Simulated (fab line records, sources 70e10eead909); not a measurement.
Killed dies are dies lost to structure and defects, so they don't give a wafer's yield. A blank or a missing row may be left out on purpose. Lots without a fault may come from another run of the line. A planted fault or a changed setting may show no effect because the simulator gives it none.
Chamber matching | flow nand_harc | NHARC_P_GATE_DEP_103 on pecvd-03: 3 sister chambers
The step deposits SiON, target thk 30 nm. 3 wafers are shown with their chamber, then 7 later ones without.

WAFERS WITH THEIR CHAMBER
wafer  | chamber | heater_power_w (W)
L309.2 | 1       | 750
L310.3 | 2       | 665
L310.4 | 0       | 740

WAFERS WITHOUT THEIR CHAMBER
wafer  | heater_power_w (W)
L310.6 | 734
L311.1 | 686
L311.3 | 671
L311.4 | 686
L312.2 | 735
L312.4 | 626
L312.5 | 807

WHICH CHAMBER EACH WENT THROUGH
wafer  | from the rows above          | in truth
L310.6 | can't be placed: 0 or 1      | 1
L311.1 | can't be placed: 2 or 0 or 1 | 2
L311.3 | 2                            | 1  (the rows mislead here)
L311.4 | can't be placed: 2 or 0 or 1 | 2
L312.2 | can't be placed: 0 or 1      | 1
L312.4 | 2                            | 2
L312.5 | can't be placed: 1 or 0      | 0
Placed correctly: 1 of 7. Can't be placed from these rows: 5 (the true chamber is among the candidates in 5). Placed wrongly: 1.
How it was worked out, from the rows above alone: a wafer's distance from a chamber is the root of the sum, over the readings, of the square of ((its reading less the chamber's mean) divided by the reading's scatter). The wafer belongs to the nearest chamber; if the next one is less than 2 further off, it can't be placed. A chamber's mean is the mean of its shown wafers. The scatter: with one shown wafer a chamber, the root of the mean of the squares of how far each hidden wafer lies from its nearest shown one.
